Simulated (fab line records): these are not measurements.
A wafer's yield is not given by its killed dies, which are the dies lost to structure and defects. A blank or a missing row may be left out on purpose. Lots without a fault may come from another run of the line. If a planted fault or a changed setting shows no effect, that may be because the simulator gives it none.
fab line records + flow n5_finfet
[record]
- lots = 11
- wafers = 33
- last_day = 16
route steps=1938 shown BEOL_M14@1755 BEOL_M15@1775 PASSIVATION@1936
lots with no fault: from the same line, run without faults
start_h: hours from the record's opening day to when the first of the lot's shown wafers began + wait_h: hours from the lot's prior step to this one + " unchanged from the row above + L1.1+2: one row covering several wafers at once + - no value present, or no start provided + * or withheld: withheld + < > ~ a bound
route shown NAME@n: a module of which the file shows steps, and the number in the route of the first + usual: the fault-free wafers' mean and standard deviation + same: alike in all rows + chamber/n: place in a boat + sites: readings site by site + _std_site: standard deviation across them + _edge_site: mean of outer sites minus mean of inner sites + radius_mm: how far each site lies from the wafer's centre + mask NAME#n: copy n + behind: the last tool/chamber to shape the wafer + hold: what put the lot on hold/how long, in hours/how the hold closed + device: transistor that didn't switch, given as n, p or np + end of line: tests run on the same wafers once the route is complete + where a step has no rows: the recipe by itself + killed: dies that structure and defects cost at the first sort, which is not the same as the wafer's yield + map: a wafer's dies, marking killed ones x, the rest . and places with no die _
set.NAME: setting as actually run; set.NAME@STEP: the setting as run at that earlier step + model.NAME: the simulator's own value behind a step, which no gauge read
route steps across a sampled set of lots; one table per step, one row per wafer
services: from which hour (start_h, from the record's first day; less than 0 if before it) a tool's chamber was out of use, for how many hours, and why
[[steps]]
[step N5_BEOL_M14_OCD_MEAS_35]
[usual]
- trench_depth_nm = 557/9.8
| lot.wafer | tool   | chamber | start_h | wait_h | trench_depth_nm |
|-----------|--------|---------|---------|--------|-----------------|
| L324.1    | ocd-02 | -       | 258.94  | 0.0    | 549             |
| L324.2    | "      | -       | "       | "      | 538             |
| L324.5    | "      | -       | "       | "      | 551             |
| L327.1    | ocd-01 | -       | 270.27  | 0.0    | 571             |
| L327.4    | "      | -       | "       | "      | 553             |
| L327.5    | "      | -       | "       | "      | 539             |
| L330.1    | ocd-02 | -       | 291.98  | 0.0    | 559             |
| L330.2    | "      | -       | "       | "      | 557             |
| L330.3    | "      | -       | "       | "      | 558             |
| L332.2    | ocd-01 | -       | 308.34  | 0.0    | 557             |
| L332.5    | "      | -       | "       | "      | 551             |
| L332.6    | "      | -       | "       | "      | 559             |
| L337.2    | ocd-01 | -       | 331.72  | 0.0    | 544             |
| L337.3    | "      | -       | "       | "      | 572             |
| L337.5    | "      | -       | "       | "      | 545             |
| L336.1    | ocd-01 | -       | 336.73  | 0.0    | 556             |
| L336.4    | "      | -       | "       | "      | 544             |
| L336.5    | "      | -       | "       | "      | 537             |
| L339.1    | ocd-02 | -       | 339.61  | 0.0    | 570             |
| L339.2    | "      | -       | "       | "      | 545             |
| L339.3    | "      | -       | "       | "      | 537             |
| L341.4    | ocd-02 | -       | 348.15  | 0.0    | 574             |
| L341.5    | "      | -       | "       | "      | 560             |
| L341.6    | "      | -       | "       | "      | 563             |
| L344.1    | ocd-02 | -       | 355.93  | 0.0    | 570             |
| L344.2    | "      | -       | "       | "      | 556             |
| L344.3    | "      | -       | "       | "      | 550             |
| L342.1    | ocd-01 | -       | 359.71  | 0.0    | 558             |
| L342.4    | "      | -       | "       | "      | 558             |
| L342.6    | "      | -       | "       | "      | 559             |
| L343.1    | ocd-02 | -       | 367.13  | 0.0    | 543             |
| L343.2    | "      | -       | "       | "      | 561             |
| L343.3    | "      | -       | "       | "      | 551             |
[step N5_BEOL_M14_STRIP_37]
[recipe]
- chemistry = O2
- power_w = 600
- temp_c = 60
- pressure_mtorr = 30
- rf_frequency_hz = 6e+07
- bias_power_w = 0
- overash_fraction = 0.3
- o2_flow_sccm = 225
[usual]
- drypump_motor_current_A = 5.7/0.45
- oes_product_au = 0.78/0.077
- rf_vpp_V = 3.7/0.99
- showerhead_plenum_p_Torr = 2.10/0.081
- throttle_valve_pct = 16.67/0.25
[same]
- overash_fraction = 0.3
| lot.wafer | tool        | chamber | start_h | wait_h | drypump_motor_current_A | oes_product_au | rf_hours_counter_h | rf_vpp_V | showerhead_plenum_p_Torr | throttle_valve_pct |
|-----------|-------------|---------|---------|--------|-------------------------|----------------|--------------------|----------|--------------------------|--------------------|
| L324.1    | rie_diel-06 | 1       | 259.23  | 0.3    | 5.0                     | 0.87           | 46                 | 4.3      | 2.03                     | 16.46              |
| L324.2    | "           | 3       | "       | "      | 6.4                     | 0.74           | 160                | 6.0      | 2.09                     | 16.96              |
| L324.5    | "           | 3       | "       | "      | 6.4                     | 0.76           | -                  | 4.9      | 2.09                     | 16.91              |
| L327.1    | rie_diel-01 | 2       | 272.87  | 2.6    | 5.1                     | 0.96           | 2                  | 2.6      | 2.15                     | 16.55              |
| L327.4    | "           | 3       | "       | "      | 6.2                     | 0.74           | 167                | 4.2      | 2.18                     | 16.72              |
| L327.5    | "           | 0       | "       | "      | 5.6                     | 0.69           | -                  | 2.7      | 1.98                     | 16.95              |
| L330.1    | rie_diel-01 | 0       | 292.27  | 0.3    | 5.7                     | 0.70           | 231                | 3.9      | 1.98                     | 16.93              |
| L330.2    | "           | 2       | "       | "      | 5.1                     | 0.95           | 8                  | 3.3      | 2.15                     | 16.61              |
| L330.3    | "           | 3       | "       | "      | 6.2                     | 0.73           | 174                | 5.1      | 2.18                     | 16.74              |
| L332.2    | rie_diel-02 | 0       | 308.38  | 0.0    | 5.5                     | 0.87           | 40                 | 3.5      | 2.22                     | 16.31              |
| L332.5    | "           | 1       | "       | "      | 6.5                     | 0.94           | -                  | 5.2      | 2.15                     | 16.41              |
| L332.6    | "           | 2       | "       | "      | 6.1                     | 0.75           | -                  | 3.1      | 2.19                     | 16.63              |
| L337.2    | rie_diel-01 | 0       | 331.81  | 0.1    | 5.6                     | 0.69           | 244                | 3.3      | 1.97                     | 16.99              |
| L337.3    | "           | 3       | "       | "      | 6.2                     | 0.73           | 186                | 2.9      | 2.17                     | 16.77              |
| L337.5    | "           | 3       | "       | "      | 6.2                     | 0.73           | -                  | 6.0      | 2.17                     | 16.79              |
| L336.1    | rie_diel-01 | 0       | 337.39  | 0.7    | 5.6                     | 0.67           | 247                | 3.9      | 1.97                     | 16.98              |
| L336.4    | "           | 2       | "       | "      | 5.1                     | 0.91           | 23                 | 6.0      | 2.14                     | 16.64              |
| L336.5    | "           | 1       | "       | "      | 5.6                     | 0.77           | -                  | 4.1      | 2.18                     | 16.49              |
| L339.1    | rie_diel-06 | 0       | 340.20  | 0.6    | 5.8                     | 0.83           | 84                 | 2.9      | 2.03                     | 16.52              |
| L339.2    | "           | 2       | "       | "      | 5.4                     | 0.70           | 236                | 3.5      | 2.15                     | 17.15              |
| L339.3    | "           | 3       | "       | "      | 6.4                     | 0.74           | 192                | 3.7      | 2.07                     | 16.94              |
| L341.4    | rie_diel-06 | 2       | 348.26  | 0.1    | 5.4                     | 0.67           | 238                | 3.7      | 2.15                     | 17.17              |
| L341.5    | "           | 0       | "       | "      | 5.7                     | 0.82           | -                  | 3.6      | 2.03                     | 16.56              |
| L341.6    | "           | 1       | "       | "      | 5.0                     | 0.81           | -                  | 3.8      | 2.02                     | 16.50              |
| L344.1    | rie_diel-01 | 2       | 356.33  | 0.4    | 5.0                     | 0.91           | 31                 | 4.9      | 2.14                     | 16.67              |
| L344.2    | "           | 1       | "       | "      | 5.6                     | 0.77           | 127                | 2.8      | 2.18                     | 16.52              |
| L344.3    | "           | 3       | "       | "      | 6.2                     | 0.72           | 196                | 4.0      | 2.17                     | 16.83              |
| L342.1    | rie_diel-06 | 0       | 361.42  | 1.7    | 5.7                     | 0.80           | 90                 | 3.7      | 2.03                     | 16.56              |
| L342.4    | "           | 0       | "       | "      | 5.7                     | 0.83           | -                  | 4.7      | 2.03                     | 16.55              |
| L342.6    | "           | 2       | "       | "      | 5.4                     | 0.69           | -                  | 4.9      | 2.15                     | 17.16              |
| L343.1    | rie_diel-06 | 1       | 368.06  | 0.9    | 5.0                     | 0.82           | 80                 | 4.0      | 2.02                     | 16.50              |
| L343.2    | "           | 0       | "       | "      | 5.7                     | 0.82           | 93                 | 2.6      | 2.03                     | 16.57              |
| L343.3    | "           | 2       | "       | "      | 5.4                     | 0.67           | 247                | 3.0      | 2.15                     | 17.16              |
[step N5_BEOL_M14_SPUTTER_45]
[recipe]
- material = Cu
- target_thk_a = 1000
- temp_c = -20
- bias_v = 60
- power_w = 26000
- chamber_pressure_pa = 0.13
- time_s = 16.67
[usual]
- chuck_gas_flow_sccm = 1.26/0.051
- throttle_valve_pct = 30.3/1.1
| lot.wafer | tool           | chamber | start_h | wait_h | chuck_gas_flow_sccm | throttle_valve_pct |
|-----------|----------------|---------|---------|--------|---------------------|--------------------|
| L324.1    | pvd_sputter-02 | -       | 259.86  | 0.0    | 1.21                | 30.6               |
| L324.2    | "              | -       | "       | "      | 1.22                | 28.5               |
| L324.5    | "              | -       | "       | "      | 1.31                | 30.4               |
| L327.1    | pvd_sputter-03 | -       | 273.85  | 0.0    | 1.28                | 28.9               |
| L327.4    | "              | -       | "       | "      | 1.28                | 30.2               |
| L327.5    | "              | -       | "       | "      | 1.29                | 32.7               |
| L330.1    | pvd_sputter-03 | -       | 293.07  | 0.0    | 1.27                | 32.5               |
| L330.2    | "              | -       | "       | "      | 1.13                | 30.1               |
| L330.3    | "              | -       | "       | "      | 1.32                | 32.0               |
| L332.2    | pvd_sputter-03 | -       | 308.92  | 0.0    | 1.24                | 31.8               |
| L332.5    | "              | -       | "       | "      | 1.30                | 32.0               |
| L332.6    | "              | -       | "       | "      | 1.22                | 28.9               |
| L337.2    | pvd_sputter-01 | -       | 332.70  | 0.0    | 1.26                | 29.3               |
| L337.3    | "              | -       | "       | "      | 1.21                | 30.5               |
| L337.5    | "              | -       | "       | "      | 1.25                | 29.3               |
| L336.1    | pvd_sputter-01 | -       | 338.03  | 0.0    | 1.30                | 30.1               |
| L336.4    | "              | -       | "       | "      | 1.27                | 29.9               |
| L336.5    | "              | -       | "       | "      | 1.24                | 29.9               |
| L339.1    | pvd_sputter-01 | -       | 341.07  | 0.0    | 1.25                | 29.8               |
| L339.2    | "              | -       | "       | "      | 1.33                | 29.3               |
| L339.3    | "              | -       | "       | "      | 1.26                | 30.0               |
| L341.4    | pvd_sputter-03 | -       | 349.08  | 0.0    | 1.28                | 30.0               |
| L341.5    | "              | -       | "       | "      | 1.31                | 32.8               |
| L341.6    | "              | -       | "       | "      | 1.39                | 28.8               |
| L344.1    | pvd_sputter-03 | -       | 357.52  | 0.0    | 1.25                | 29.1               |
| L344.2    | "              | -       | "       | "      | 1.25                | 30.0               |
| L344.3    | "              | -       | "       | "      | 1.24                | 32.9               |
| L342.1    | pvd_sputter-03 | -       | 362.40  | 0.0    | 1.31                | 30.1               |
| L342.4    | "              | -       | "       | "      | 1.23                | 31.9               |
| L342.6    | "              | -       | "       | "      | 1.18                | 32.0               |
| L343.1    | pvd_sputter-02 | -       | 368.74  | 0.0    | 1.22                | 30.6               |
| L343.2    | "              | -       | "       | "      | 1.24                | 30.4               |
| L343.3    | "              | -       | "       | "      | 1.24                | 30.2               |
[step N5_BEOL_M15_COAT_58]
[recipe]
- resist = BARC
- temp_c = 205
- time_s = 60
- spin_rpm = 1500
- resist_thk_nm = 89
[usual]
- spin_speed_rpm = 1500.0/1
| lot.wafer | tool           | chamber | start_h | wait_h | spin_speed_rpm |
|-----------|----------------|---------|---------|--------|----------------|
| L324.1    | litho_track-05 | 0       | 261.28  | 0.0    | 1500.0         |
| L324.2    | "              | 0       | "       | "      | 1500.7         |
| L324.5    | "              | 0       | "       | "      | 1500.4         |
| L327.1    | litho_track-05 | 0       | 275.33  | 0.0    | 1500.5         |
| L327.4    | "              | 0       | "       | "      | 1501.2         |
| L327.5    | "              | 0       | "       | "      | 1499.4         |
| L330.1    | litho_track-05 | 0       | 294.92  | 0.0    | 1644.8         |
| L330.2    | "              | 0       | "       | "      | 1645.0         |
| L330.3    | "              | 0       | "       | "      | 1644.1         |
| L332.2    | litho_track-05 | 0       | 310.54  | 0.0    | 1643.7         |
| L332.5    | "              | 0       | "       | "      | 1644.0         |
| L332.6    | "              | 0       | "       | "      | 1643.5         |
| L337.2    | litho_track-03 | 0       | 334.09  | 0.0    | 1501.5         |
| L337.3    | "              | 0       | "       | "      | 1500.0         |
| L337.5    | "              | 0       | "       | "      | 1501.0         |
| L336.1    | litho_track-01 | 0       | 339.43  | 0.0    | 1500.4         |
| L336.4    | "              | 0       | "       | "      | 1500.6         |
| L336.5    | "              | 0       | "       | "      | 1500.8         |
| L339.1    | litho_track-03 | 0       | 342.44  | 0.0    | 1502.4         |
| L339.2    | "              | 0       | "       | "      | 1501.3         |
| L339.3    | "              | 0       | "       | "      | 1500.9         |
| L341.4    | litho_track-01 | 0       | 350.45  | 0.0    | 1501.7         |
| L341.5    | "              | 0       | "       | "      | 1501.7         |
| L341.6    | "              | 0       | "       | "      | 1500.9         |
| L344.1    | litho_track-01 | 0       | 358.89  | 0.0    | 1500.7         |
| L344.2    | "              | 0       | "       | "      | 1500.2         |
| L344.3    | "              | 0       | "       | "      | 1498.2         |
| L342.1    | litho_track-01 | 0       | 363.77  | 0.0    | 1500.5         |
| L342.4    | "              | 0       | "       | "      | 1501.1         |
| L342.6    | "              | 0       | "       | "      | 1501.9         |
| L343.1    | litho_track-03 | 0       | 370.13  | 0.0    | 1500.7         |
| L343.2    | "              | 0       | "       | "      | 1499.8         |
| L343.3    | "              | 0       | "       | "      | 1500.6         |
[step N5_PASSIVATION_PROBE_49]
[usual]
- defect_limited_yield = 91.2/1.4
- killed_at_M0_to_M3 = 34/9.4
- killed_at_M4_up = 13/5.8
- killed_at_contacts = 13/6.4
- killed_at_front_end = 41/11
- killed_at_other = 3.1/2.3
- killed_dies = 103/16
- killed_open = 69/12
- killed_short = 33/7.8
- sort_bin_5_function = 5.1/0.91
- sort_bin_6_memory = 3.3/0.63
- sort_n_pass = 1077/16
- sort_yield_pct = 91.2/1.4
[same]
- gross_dies = 1180
- killed_at_back_side = 0
- sort_bin_4_leakage[%] = 0
- sort_bin_8_speed[%] = 0
| lot.wafer | tool      | chamber | start_h | wait_h | defect_limited_yield[%] | killed_at_M0_to_M3 | killed_at_M4_up | killed_at_contacts | killed_at_front_end | killed_at_other | killed_dies | killed_open | killed_short | sort_bin_5_function[%] | sort_bin_6_memory[%] | sort_n_pass | sort_yield_pct[%] |
|-----------|-----------|---------|---------|--------|-------------------------|--------------------|-----------------|--------------------|---------------------|-----------------|-------------|-------------|--------------|------------------------|----------------------|-------------|-------------------|
| L336.1    | prober-02 | -       | 365.00  | 0.0    | 91.7                    | 23                 | 16              | 24                 | 26                  | 9               | 98          | 70          | 26           | 4.9                    | 3.0                  | 1082        | 91.7              |
// killed by level:class
L336.1 MOL_CONTACT_COAG:geometric_particle:open=21 STI_FIN_REVEAL:geometric_particle:open=9 BEOL_M4:geometric_particle:open=7 BEOL_M1:geometric_particle:open=6 BEOL_M0_SAQP:geometric_particle:short=5 BEOL_M2:geometric_particle:open=5 PAD_METAL:geometric_particle:short=5 DUMMY_GATE:geometric_particle:open=4
[[services]]
| tool           | chamber | start_h | hours | kind                          |
|----------------|---------|---------|-------|-------------------------------|
| rie_diel-02    | -       | 241.53  | 15.6  | pm                            |
| litho_track-01 | -       | 261.24  | -     | consumable_replace:filter     |
| rie_diel-06    | 1       | 266.28  | 23.2  | repair                        |
| rie_diel-02    | 1       | 277.02  | -     | clean                         |
| rie_diel-02    | 1       | 277.02  | -     | consumable_replace:focus_ring |
| rie_diel-02    | 1       | 277.02  | 15.9  | scheduled_down                |
| rie_diel-02    | 1       | 277.02  | 15.9  | vent_cycle                    |
| pvd_sputter-03 | -       | 340.49  | 2.0   | repair                        |
| rie_diel-01    | 0       | 346.38  | -     | clean                         |
| rie_diel-01    | 0       | 346.38  | -     | consumable_replace:focus_ring |
| rie_diel-01    | 0       | 346.38  | 26.3  | scheduled_down                |
| rie_diel-01    | 0       | 346.38  | 26.3  | vent_cycle                    |
| rie_diel-06    | 3       | 353.66  | 29.7  | repair                        |
| rie_diel-06    | 1       | 363.58  | 4.0   | repair                        |
[[key]]
[first_sign]
- step = N5_BEOL_M15_COAT_58
- reading = spin_speed_rpm
- direction = up
- sigmas = 99+
- usual = *
- struck = *
effect none on later readings
met_at N5_BEOL_M15_COAT_58
struck_lots L330,L332
not_acting_at N5_BEOL_M14_OCD_MEAS_35,N5_BEOL_M14_STRIP_37,N5_BEOL_M14_SPUTTER_45
onset_between 275.33 294.92
[fault]
- kind = process_parameter_drift
- tool = litho_track-05
- chamber = -
- onset_h = 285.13
- steps = N5_BEOL_M15_COAT_58
- channel = spin_rpm
- offset = *
- shape = step
- end_h = 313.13
- acts_in = *
- stated = *
